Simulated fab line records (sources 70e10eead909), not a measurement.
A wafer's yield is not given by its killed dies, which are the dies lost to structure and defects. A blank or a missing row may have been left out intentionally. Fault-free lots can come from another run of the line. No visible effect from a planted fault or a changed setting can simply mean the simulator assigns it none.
fab line records -- flow nand-harc
record lots=13, wafers=39, last-day=35
route steps=1302 shown A_SGD_CUT@921 A_SLIT@923 A_WL_FILL@957 END@1302
lots that met no fault: taken from a fault-free run of the same line
start-h: hours from the record's opening day to when the first of the lot's shown wafers began -- wait-h: hours elapsed since this lot's preceding step -- " same as the row above -- L1.1+2: one row covering several wafers at once -- - no value, or no start given -- * or withheld: withheld -- < > ~ a bound
route shown NAME@n: a module of which the file shows steps, and the number in the route of the first -- usual: average and standard deviation across the fault-free wafers -- same: alike in all rows -- chamber/n: place in a boat -- sites: per-site readings -- _std_site: standard deviation of those values -- _edge_site: the outer-site mean with the inner-site mean subtracted -- radius-mm: for every site, how far away it sits from the centre of the wafer -- mask NAME#n: copy n -- behind: tool/chamber where the wafer was last shaped -- hold: cause of the lot's hold/its duration in hours/its outcome -- device: transistor that didn't switch, given as n, p or np -- end of line: the route-end tests of the same wafers -- for a step that has no rows: nothing shown but its recipe -- killed: count of dies lost to structure and defects at first sort (not the wafer's yield) -- map: the dies of a wafer, with x for killed, . for not killed, _ for no die there
set.NAME: the run value of the setting; set.NAME@STEP: its run value at that earlier step -- model.NAME: the simulator's own value behind a step, which no gauge read
one table for each step of the route and one row for each wafer, over a sample of lots
services: from which hour (start-h, from the record's first day; less than 0 if before it) a tool's chamber was out of use, for how many hours, and why
## steps
# step NHARC_A_SGD_CUT_INSPECT_25
# usual raw-defect-count=407/110
lot.wafer,tool,chamber,start-h,wait-h,raw-defect-count
L385.2,defect-inspect-01,-,455.70,-,470
L385.5,defect-inspect-01,-,455.70,-,489
L385.6,defect-inspect-01,-,455.70,-,438
L386.3,defect-inspect-02,-,455.72,-,357
L386.4,defect-inspect-02,-,455.72,-,361
L386.6,defect-inspect-02,-,455.72,-,335
L391.1,defect-inspect-02,-,505.72,-,355
L391.2,defect-inspect-02,-,505.72,-,407
L391.5,defect-inspect-02,-,505.72,-,444
L393.1,defect-inspect-02,-,538.30,-,334
L393.2,defect-inspect-02,-,538.30,-,300
L393.6,defect-inspect-02,-,538.30,-,370
L400.1,defect-inspect-01,-,586.28,-,339
L400.5,defect-inspect-01,-,586.28,-,477
L400.6,defect-inspect-01,-,586.28,-,416
L401.2,defect-inspect-02,-,598.71,-,468
L401.3,defect-inspect-02,-,598.71,-,663
L401.6,defect-inspect-02,-,598.71,-,434
L402.1,defect-inspect-02,-,618.08,-,297
L402.4,defect-inspect-02,-,618.08,-,354
L402.5,defect-inspect-02,-,618.08,-,365
L405.2,defect-inspect-01,-,637.03,-,485
L405.4,defect-inspect-01,-,637.03,-,514
L405.5,defect-inspect-01,-,637.03,-,389
L403.1,defect-inspect-02,-,637.03,-,334
L403.3,defect-inspect-02,-,637.03,-,479
L403.5,defect-inspect-02,-,637.03,-,352
L404.3,defect-inspect-01,-,637.04,-,565
L404.5,defect-inspect-01,-,637.04,-,566
L404.6,defect-inspect-01,-,637.04,-,565
L407.2,defect-inspect-02,-,668.57,-,267
L407.3,defect-inspect-02,-,668.57,-,295
L407.5,defect-inspect-02,-,668.57,-,328
L406.3,defect-inspect-01,-,668.57,-,203
L406.5,defect-inspect-01,-,668.57,-,342
L406.6,defect-inspect-01,-,668.57,-,290
L408.2,defect-inspect-02,-,679.08,-,371
L408.3,defect-inspect-02,-,679.08,-,401
L408.4,defect-inspect-02,-,679.08,-,361
# step NHARC_A_SLIT_DEP_00
# recipe target-thk-a=62000, temp-c=400, material=aC
# usual throttle-valve-pct=35.001/0.0086
lot.wafer,tool,chamber,start-h,wait-h,throttle-valve-pct
L385.2,acl-dep-02,0,459.62,-,35.008
L385.5,acl-dep-02,0,461.52,-,35.000
L385.6,acl-dep-02,0,461.52,-,34.998
L386.3,acl-dep-01,0,461.06,-,35.005
L386.4,acl-dep-01,0,461.06,-,34.996
L386.6,acl-dep-01,0,462.94,-,34.989
L391.1,acl-dep-03,0,509.85,-,35.010
L391.2,acl-dep-03,0,509.85,-,35.001
L391.5,acl-dep-03,0,512.33,-,34.993
L393.1,acl-dep-01,0,539.14,-,34.988
L393.2,acl-dep-01,0,539.14,-,35.008
L393.6,acl-dep-01,0,542.31,-,35.009
L400.1,acl-dep-01,0,586.99,-,34.993
L400.5,acl-dep-01,0,589.49,-,34.994
L400.6,acl-dep-01,0,589.49,-,35.004
L401.2,acl-dep-01,0,601.39,-,34.998
L401.3,acl-dep-01,0,601.39,-,34.988
L401.6,acl-dep-01,0,603.88,-,35.002
L402.1,acl-dep-02,0,619.91,-,35.010
L402.4,acl-dep-02,0,621.76,-,35.000
L402.5,acl-dep-02,0,621.76,-,34.991
L403.1,acl-dep-03,0,637.74,-,35.013
L403.3,acl-dep-03,0,638.99,-,35.000
L403.5,acl-dep-03,0,640.25,-,34.995
L405.2,acl-dep-02,0,638.36,-,34.993
L405.4,acl-dep-02,0,639.61,-,35.009
L405.5,acl-dep-02,0,639.61,-,35.001
L404.3,acl-dep-01,0,639.22,-,34.997
L404.5,acl-dep-01,0,640.48,-,34.988
L404.6,acl-dep-01,0,640.48,-,35.002
L407.2,acl-dep-02,0,669.61,-,34.998
L407.3,acl-dep-02,0,669.61,-,34.992
L407.5,acl-dep-02,0,671.50,-,34.989
L406.3,acl-dep-01,0,672.30,-,35.026
L406.5,acl-dep-01,0,673.55,-,34.994
L406.6,acl-dep-01,0,673.55,-,35.004
L408.2,acl-dep-01,0,682.03,-,34.993
L408.3,acl-dep-01,0,682.03,-,34.991
L408.4,acl-dep-01,0,682.03,-,35.004
# step NHARC_A_SLIT_ETCH_15
# recipe target-depth-a=62000, over-etch-frac=0.3, time-s=1612, ion-energy-ev=150, o2-flow-sccm=400, cos-flow-sccm=20, ar-flow-sccm=0, rf-w=500, bias-w=300, chemistry=O2/COS
# usual drypump-motor-current-A=5.7/0.35, oes-product-au=1.004/0.011, rf-vpp-V=314.1/2, showerhead-plenum-p-Torr=3.12/0.13, throttle-valve-pct=28.329/0.0097
lot.wafer,tool,chamber,start-h,wait-h,drypump-motor-current-A,oes-product-au,rf-hours-counter-h,rf-vpp-V,showerhead-plenum-p-Torr,throttle-valve-pct
L385.2,rie-diel-06,2,-,-,5.9,0.999,12,313.0,3.09,28.334
L385.5,rie-diel-06,0,-,-,5.3,1.009,-,316.0,3.23,28.342
L385.6,rie-diel-06,1,-,-,5.5,0.987,-,315.8,3.26,28.313
L386.3,rie-diel-10,2,-,-,5.7,1.011,2,311.8,2.92,28.331
L386.4,rie-diel-10,0,-,-,6.4,1.002,3,315.3,3.22,28.327
L386.6,rie-diel-10,2,-,-,5.7,1.004,-,311.7,2.92,28.332
L391.1,rie-diel-03,1,-,-,6.1,0.986,1,316.9,3.24,28.333
L391.2,rie-diel-03,0,-,-,5.3,0.995,1,310.9,2.91,28.320
L391.5,rie-diel-03,1,-,-,6.1,0.991,-,317.1,3.24,28.328
L393.1,rie-diel-06,0,-,-,5.3,1.017,3,315.2,3.23,28.325
L393.2,rie-diel-06,2,-,-,5.9,1.002,3,311.8,3.08,28.310
L393.6,rie-diel-06,0,-,-,5.3,1.010,-,315.1,3.23,28.326
L400.1,rie-diel-10,0,-,-,6.4,1.021,11,315.4,3.22,28.320
L400.6,rie-diel-10,1,-,-,6.0,1.008,-,312.6,3.03,28.328
L400.5,rie-diel-10,2,-,-,5.7,1.012,-,310.8,2.92,28.332
L401.2,rie-diel-03,2,-,-,5.5,1.010,6,312.6,3.02,28.336
L401.3,rie-diel-03,3,-,-,5.8,1.005,6,311.0,2.92,28.327
L401.6,rie-diel-03,3,-,-,5.8,1.000,-,311.5,2.92,28.330
L402.4,rie-diel-06,2,-,-,5.9,1.002,8,314.3,3.08,28.315
L402.1,rie-diel-06,0,-,-,5.3,1.027,7,313.6,3.23,28.344
L402.5,rie-diel-06,3,-,-,5.3,0.993,-,314.5,3.21,28.336
L403.1,rie-diel-10,0,-,-,6.4,1.007,2,314.9,3.22,28.324
L403.3,rie-diel-10,3,-,-,5.9,1.000,2,315.3,3.27,28.337
L403.5,rie-diel-10,1,-,-,6.0,0.996,-,313.1,3.03,28.332
L405.2,rie-diel-06,0,-,-,5.3,1.020,9,314.7,3.23,28.330
L405.4,rie-diel-06,1,-,-,5.5,1.003,8,317.0,3.25,28.317
L405.5,rie-diel-06,2,-,-,5.9,0.994,-,314.8,3.08,28.331
L404.3,rie-diel-10,0,-,-,6.4,1.002,3,315.0,3.22,28.304
L404.6,rie-diel-10,1,-,-,6.0,0.995,-,311.5,3.03,28.320
L404.5,rie-diel-10,2,-,-,5.7,1.016,-,311.1,2.92,28.330
L407.3,rie-diel-03,0,-,-,5.3,1.002,1,310.3,2.91,28.323
L407.2,rie-diel-03,2,-,-,5.6,1.009,1,313.6,3.02,28.351
L407.5,rie-diel-03,3,-,-,5.9,1.030,-,311.1,2.91,28.325
L406.3,rie-diel-06,2,-,-,5.9,0.995,0,313.0,3.08,28.330
L406.5,rie-diel-06,3,-,-,5.3,0.987,-,316.4,3.21,28.335
L406.6,rie-diel-06,0,-,-,5.3,1.013,-,315.1,3.23,28.335
L408.4,rie-diel-06,0,-,-,5.3,1.011,1,316.4,3.22,28.322
L408.3,rie-diel-06,1,-,-,5.6,0.993,1,317.0,3.25,28.331
L408.2,rie-diel-06,2,-,-,5.9,1.008,1,314.1,3.08,28.333
# step NHARC_A_WL_FILL_ETCHBACK_04
# recipe target-depth-a=600, time-s=120, chemistry=NF3
# usual drypump-motor-current-A=5.9/0.48, oes-product-au=0.998/0.0098, run-length-s=141.5/0.33
lot.wafer,tool,chamber,start-h,wait-h,drypump-motor-current-A,oes-product-au,rf-hours-counter-h,run-length-s
L385.2,rie-metal-02,0,478.05,0.3,5.2,1.011,0.2,141.3
L385.5,rie-metal-02,0,478.05,0.3,5.2,1.001,-,141.5
L385.6,rie-metal-02,1,478.05,0.3,5.8,1.006,-,141.7
L386.3,rie-metal-03,0,478.69,0.2,5.9,1.009,-,141.9
L386.4,rie-metal-03,1,478.69,0.2,5.6,1.001,-,141.7
L386.6,rie-metal-03,1,478.69,0.2,5.6,1.002,-,142.1
L391.1,rie-metal-03,1,530.59,0.3,5.6,0.993,0.0,141.5
L391.2,rie-metal-03,0,530.59,0.3,5.9,0.989,0.0,94.5
L391.5,rie-metal-03,0,530.59,0.3,5.9,0.984,-,94.5
L393.2,rie-metal-03,0,560.49,0.3,6.0,1.000,0.3,94.9
L393.1,rie-metal-03,1,560.49,0.3,5.6,1.002,0.3,141.7
L393.6,rie-metal-03,0,560.49,0.3,5.9,0.985,-,94.7
L400.1,rie-metal-01,1,605.51,0.3,6.4,0.993,0.2,141.2
L400.5,rie-metal-01,1,605.51,0.3,6.4,1.001,-,141.0
L400.6,rie-metal-01,1,605.51,0.3,6.4,0.989,-,141.1
L401.2,rie-metal-03,0,622.60,0.3,5.9,1.008,1.8,141.9
L401.3,rie-metal-03,1,622.60,0.3,5.6,0.997,-,141.9
L401.6,rie-metal-03,0,622.60,0.3,5.9,1.001,-,141.5
L402.1,rie-metal-01,0,638.69,0.3,6.6,0.987,0.3,141.0
L402.4,rie-metal-01,1,638.69,0.3,6.4,0.985,-,141.0
L402.5,rie-metal-01,0,638.69,0.3,6.6,0.989,-,141.3
L405.2,rie-metal-01,1,656.61,0.4,6.4,0.996,1.9,141.4
L405.4,rie-metal-01,0,656.61,0.4,6.6,0.988,-,141.0
L405.5,rie-metal-01,1,656.61,0.4,6.4,0.995,-,141.3
L403.1,rie-metal-02,0,656.62,0.3,5.2,1.004,0.4,141.5
L403.3,rie-metal-02,0,656.62,0.3,5.2,1.015,-,142.2
L403.5,rie-metal-02,0,656.62,0.3,5.2,0.999,-,141.3
L404.3,rie-metal-03,1,660.44,0.2,5.6,1.004,-,141.9
L404.6,rie-metal-03,1,660.44,0.2,5.6,0.990,-,141.7
L404.5,rie-metal-03,0,660.44,0.2,5.9,1.001,-,141.4
L407.2,rie-metal-02,1,687.80,0.3,5.7,1.004,0.7,141.2
L407.3,rie-metal-02,1,687.80,0.3,5.8,0.994,-,141.1
L407.5,rie-metal-02,1,687.80,0.3,5.8,1.005,-,141.4
L406.3,rie-metal-03,0,691.62,0.2,6.0,1.003,-,141.5
L406.6,rie-metal-03,0,691.62,0.2,5.9,1.001,-,141.9
L406.5,rie-metal-03,1,691.62,0.2,5.6,0.977,-,142.0
L408.2,rie-metal-01,0,700.27,0.3,6.6,0.981,1.4,141.6
L408.3,rie-metal-01,1,700.27,0.3,6.5,0.995,-,141.5
L408.4,rie-metal-01,0,700.27,0.3,6.6,0.977,-,141.1
# step NHARC_END_SORT_01
# recipe temp-c=25
# usual killed-at-array=62/22, killed-at-other=1.0/1.4, killed-at-periphery=4.2/2.8, killed-dies=67/23, killed-open=3.1/1.7, killed-short=2.1/1.5
# same gross-dies=677
lot.wafer,tool,chamber,start-h,wait-h,killed-at-array,killed-at-other,killed-at-periphery,killed-dies,killed-open,killed-short
L391.1,prober-02,0,628.51,2.5,80,4,5,89,7,1
L391.2,prober-02,0,629.31,2.8,668,3,6,677,4,0
L391.5,prober-02,0,631.74,3.7,674,1,2,677,2,2
L393.1,prober-02,0,653.89,2.5,80,0,4,84,6,5
L393.2,prober-02,0,654.69,2.8,675,0,2,677,1,3
L393.6,prober-02,0,657.88,4.0,672,3,2,677,3,1
# killed by level:class
L391.1 A_SLIT:chamber-film-flake=24 A_CHANNEL_HOLE_D1:chamber-film-flake=22 A_STAIRCASE:chamber-film-flake=9 A_CHANNEL_HOLE_D2:chamber-film-flake=8 A_WL_FILL:chamber-film-flake=5 THIN_TSV:chamber-film-flake=4 A_SOURCE_PLATE:geometric-particle:open=2 P_ZERO_WELL:chamber-film-flake=2
L391.2 A_WL_FILL:area-etchback=597 A_CHANNEL_HOLE_D1:chamber-film-flake=28 A_SLIT:chamber-film-flake=26 A_CHANNEL_HOLE_D2:chamber-film-flake=5 A_STAIRCASE:chamber-film-flake=3 A_WL_FILL:chamber-film-flake=2 A_DECK1_JOINT:chamber-film-flake=2 THIN_TSV:chamber-film-flake=2
L391.5 A_WL_FILL:area-etchback=580 A_SLIT:chamber-film-flake=34 A_CHANNEL_HOLE_D1:chamber-film-flake=30 A_CHANNEL_HOLE_D2:chamber-film-flake=12 A_STAIRCASE:chamber-film-flake=5 A_WL_FILL:chamber-film-flake=5 A_CHANNEL_FILL_D1:chamber-film-flake=2 A_CHANNEL_FILL_D2:chamber-film-flake=2
L393.1 A_CHANNEL_HOLE_D1:chamber-film-flake=32 A_SLIT:chamber-film-flake=28 A_CHANNEL_HOLE_D2:chamber-film-flake=6 A_CONTACT:chamber-film-flake=3 A_WL_FILL:geometric-particle:open=2 P_GATE:geometric-particle:open=1 P_CONTACT:geometric-particle:open=1 P_M0:geometric-particle:short=1
L393.2 A_WL_FILL:area-etchback=595 A_CHANNEL_HOLE_D1:chamber-film-flake=33 A_SLIT:chamber-film-flake=23 A_CHANNEL_HOLE_D2:chamber-film-flake=12 A_CONTACT:chamber-film-flake=3 P_ZERO_WELL:chamber-film-flake=2 A_WL_FILL:chamber-film-flake=2 A_CHANNEL_FILL_D1:geometric-particle:short=1
L393.6 A_WL_FILL:area-etchback=591 A_SLIT:chamber-film-flake=32 A_CHANNEL_HOLE_D1:chamber-film-flake=31 A_CHANNEL_HOLE_D2:chamber-film-flake=12 A_CONTACT:chamber-film-flake=3 THIN_TSV:chamber-film-flake=2 P_CONTACT:geometric-particle:open=1 A_DECK1_JOINT:geometric-particle:open=1
## services
tool,chamber,start-h,hours,kind
rie-diel-10,-,437.99,0.3,repair
rie-metal-02,-,454.00,9.0,pm
rie-diel-03,-,458.30,9.0,pm
rie-diel-06,-,484.21,9.0,pm
rie-diel-10,-,510.61,0.5,repair
rie-diel-10,3,517.12,12.5,repair
rie-metal-03,-,519.00,9.0,pm
acl-dep-01,-,551.57,13.0,pm
rie-metal-01,-,575.00,9.0,pm
rie-metal-01,0,590.30,29.2,repair
rie-metal-02,-,591.83,27.4,repair
rie-diel-03,1,593.15,6.6,repair
rie-diel-10,3,593.75,3.2,repair
rie-diel-10,-,596.52,9.0,pm
rie-diel-03,1,605.08,8.9,repair
acl-dep-02,-,606.91,13.0,pm
rie-diel-10,3,609.46,2.4,repair
rie-diel-06,2,622.91,1.4,repair
rie-diel-10,1,623.57,7.8,repair
rie-metal-02,-,631.00,9.0,pm
rie-metal-03,0,634.11,17.5,repair
rie-diel-06,-,661.21,9.0,pm
rie-diel-06,-,679.86,0.3,repair
rie-metal-03,-,696.00,9.0,pm
## key
first-sign step=NHARC_A_WL_FILL_ETCHBACK_04, reading=run-length-s, direction=down, sigmas=99+, usual=*, struck=*
effect step=NHARC_END_SORT_01, reading=killed-at-array, direction=up, sigmas=27, usual=62, struck=672
more-kills-born-at NHARC_A_WL_FILL_ETCHBACK_04@rie-metal-03=2363
met-at NHARC_A_WL_FILL_ETCHBACK_04
struck-lots L391,L393
struck-wafers L391.2,L391.5,L393.2,L393.6
later-rows-left-out L391.2,L391.5,L393.2,L393.6
tester-left-out L391,L393
not-acting-at NHARC_A_SGD_CUT_INSPECT_25,NHARC_A_SLIT_DEP_00,NHARC_A_SLIT_ETCH_15
onset-between 478.69 530.59
fault kind=process-parameter-drift, tool=rie-metal-03, chamber=0, onset-h=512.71, steps=NHARC_A_WL_FILL_ETCHBACK_04, channel=time-s, offset=*, shape=step, end-h=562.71, acts-in=*, stated=*
# tester-left-out: of these lots the tester's yield and bins aren't shown, on N5 and GAA mostly nor the transistor test; their killed dies are dies lost to structure and defects alone, not to doping, threshold or leakage, so they don't give the yield
# later-rows-left-out: the simulator's readings of these wafers behind a module that went badly wrong aren't trusted and aren't shown, but for the sort
